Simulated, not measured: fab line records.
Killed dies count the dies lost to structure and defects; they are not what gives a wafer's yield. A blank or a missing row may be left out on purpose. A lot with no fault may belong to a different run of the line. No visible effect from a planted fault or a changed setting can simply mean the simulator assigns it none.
A struck lot beside a sound one / flow nand-harc / 14 out of 1302 route steps
Sound: these wafers, L150.1, L150.2, L150.4. Wafers struck: L152.1, L152.4, L152.6. At the end, the cause is stated.
Each step with rows lists, per side, the tool, then ch with its chambers, then its first start. Under that, the readings that differ: sound wafers / struck wafers / difference of the means / sigmas: that difference in standard deviations of wafers without a fault.
alike: readings with means less than 2 such deviations apart, plus words and numbers identical on both sides. not compared: withheld readings, readings lacking a value on some wafer, bounds such as >300 that could conceal the same value, and numbers that have no deviation in the record and whose values overlap.
A row with sigmas, a row that says differs or no value, or rows on one side alone: a step with any of these is where the two part. When numbers do not overlap yet have no deviation, they are printed without sigmas and do not part them. A reading missing from all wafers of one side parts the sides only when that side holds two or more wafers.

NHARC_A_STAIRCASE_STRIP_446: strips in O2.
  sound on plasma-asher-01 ch 0,1, day 23 05:48; struck on plasma-asher-01 ch 0,1, day 25 00:07
  alike: drypump-motor-current-A, heater-power-w
  not compared: rf-hours-counter-h
then, 3 steps without rows for these wafers: NHARC_A_STAIRCASE_STRIP_447 (strips in SPM, time 900 s); NHARC_A_STAIRCASE_PRECLEAN_448 (cleans in SC1); NHARC_A_STAIRCASE_SRD_449.
NHARC_A_STAIRCASE_CMP_450: polishes SiO2, target thk 200 nm.
  sound on cmp-02 ch 0,2,3, day 23 06:36; struck on cmp-03 ch 1,2, day 25 00:59
reading=motor-current-A (A); sound=13.5 11.8 14.2; struck=10.8 9.7 10.8; difference=-2.7; sigmas=-2
  alike: slurry-filter-dp-kPa
NHARC_A_STAIRCASE_CMP_152: polishes.
  sound on cmp-02 ch 0,2,3, day 23 06:40; struck on cmp-03 ch 1,2, day 25 01:03
reading=motor-current-A (A); sound=13.2 12.3 13.3; struck=10.5 9.4 10.8; difference=-2.7; sigmas=-2
  alike: slurry-filter-dp-kPa
then, 2 steps without rows for these wafers: NHARC_A_STAIRCASE_SRD_154; NHARC_A_STAIRCASE_ETCH_403 (etches SiO2 in dHF, target depth 108.2 nm).
NHARC_A_STAIRCASE_ETCHBACK_422: etches the open film in CH3F/O2, target depth 40 nm, time 74.286 s.
  sound on rie-diel-01 ch 0,1,2, day 23 07:09; struck on rie-diel-04 ch 1,2, day 25 01:30
  alike: drypump-motor-current-A, mfc-ar-sccm, oes-product-au, rf-vpp-V, showerhead-plenum-p-Torr, throttle-valve-pct
  not compared: rf-hours-counter-h
then, 1 step without rows for these wafers: NHARC_A_STAIRCASE_ETCH_423 (etches SiO2 in dHF, target depth 30 nm).
NHARC_A_STAIRCASE_ETCHBACK_157: etches the open film in CH3F/O2, target depth 90 nm, time 167.14 s.
  sound on rie-diel-01 ch 0,2,3, day 23 07:31; struck on rie-diel-05 ch 1,2, day 25 01:52
reading=oes-product-au (a.u.); sound=1.00 0.97 1.00; struck=0.93 0.93 0.91; difference=-0.07; sigmas=-2
  alike: drypump-motor-current-A, mfc-ar-sccm, rf-vpp-V, showerhead-plenum-p-Torr, throttle-valve-pct
  not compared: rf-hours-counter-h
NHARC_A_STAIRCASE_STRIP_475: strips in O2, time 20 s.
  sound on rie-diel-01 ch 1,2,3, day 23 07:41; struck on rie-diel-05 ch 1,3, day 25 02:05
  no value came back on the struck wafers for any of 9 readings (bias-w (W), chamber-pressure-mTorr (mTorr) and others); on the sound wafers bias-w (W) reads 0 0 0
then, 2 steps without rows for these wafers: NHARC_A_STAIRCASE_DEP_471 (deposits SiO2, target thk 100 nm); NHARC_END_SORT_01.

## WHERE THEY PART
First at NHARC_A_STAIRCASE_CMP_450; last, within this record, at NHARC_A_STAIRCASE_STRIP_475.

WHY: what the simulator had put in
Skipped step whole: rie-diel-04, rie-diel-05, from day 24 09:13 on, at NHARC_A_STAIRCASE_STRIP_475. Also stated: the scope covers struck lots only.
